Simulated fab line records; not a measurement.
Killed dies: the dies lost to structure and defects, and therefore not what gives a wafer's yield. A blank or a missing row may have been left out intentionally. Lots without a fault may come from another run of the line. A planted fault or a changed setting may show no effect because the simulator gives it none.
Matching of chambers -- flow n5 finfet -- N5_MOL_CONTACT_COAG_ETCH_48 on rie diel-03: 4 sister chambers
The step etches SiOC in C4F6/O2, target depth 15 nm, overetch 4.5 nm, time 17 s. 20 wafers are shown with their chamber, then 10 later ones without.

WAFERS WITH THEIR CHAMBER
wafer,chamber,throttle valve pct (%),drypump motor current A (A),rf vpp V (V)
L074.1,2,40.69,5.5,1552
L074.2,1,40.89,6.4,1548
L074.3,0,40.17,6.3,1574
L074.4,3,40.13,5.9,1550
L074.5,3,40.14,5.9,1550
L074.6,0,40.19,6.3,1577
L075.1,2,40.68,5.5,1553
L075.3,0,40.17,6.3,1575
L075.5,1,40.89,6.4,1547
L079.2,1,40.87,6.4,1548
L079.3,2,40.69,5.5,1553
L079.6,0,40.19,6.3,1576
L082.2,2,40.67,5.5,1552
L082.3,1,40.87,6.3,1546
L082.5,3,40.13,6.0,1550
L086.1,1,40.90,6.3,1547
L086.4,0,40.20,6.3,1574
L086.6,2,40.70,5.5,1551
L088.2,3,40.16,5.9,1548
L088.5,1,40.92,6.3,1547

SIGNATURES (averages over the wafers above)
reading,chamber 0,chamber 1,chamber 2,chamber 3,scatter within a chamber
throttle valve pct,40.1840,40.8900,40.6860,40.1400,0.0151
drypump motor current A,6.300,6.350,5.500,5.925,0.0375
rf vpp V,1575.20,1547.17,1552.20,1549.50,0.982
Rule: distance of a wafer from a chamber = root of the sum over the readings of ((wafer's reading minus chamber's mean) / reading's scatter) squared. The wafer belongs to the nearest chamber; if the next one is less than 2 further off, it can't be placed. The scatter: the root of (the sum of the squares of (reading less its chamber's mean) over the shown wafers, divided by (wafers less chambers)).

WAFERS WITH NO CHAMBER GIVEN
wafer,throttle valve pct (%),drypump motor current A (A),rf vpp V (V)
L088.6,40.22,6.3,1574
L089.4,40.14,5.9,1549
L089.5,40.89,6.3,1547
L089.6,40.21,6.3,1575
L092.1,40.23,6.3,1575
L092.2,40.14,6.0,1548
L092.6,40.14,5.9,1547
L094.1,40.93,6.3,1547
L094.5,40.26,5.5,1552
L094.6,40.16,5.9,1548

CHAMBER TAKEN BY EACH
wafer,from the rows above,in truth
L088.6,0,0
L089.4,3,3
L089.5,1,1
L089.6,0,0
L092.1,0,0
L092.2,3,3
L092.6,3,3
L094.1,1,1
L094.5,3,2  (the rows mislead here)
L094.6,3,3
9 of 10 placed correctly. From these rows, 0 cannot be placed. Wrongly placed: 1.
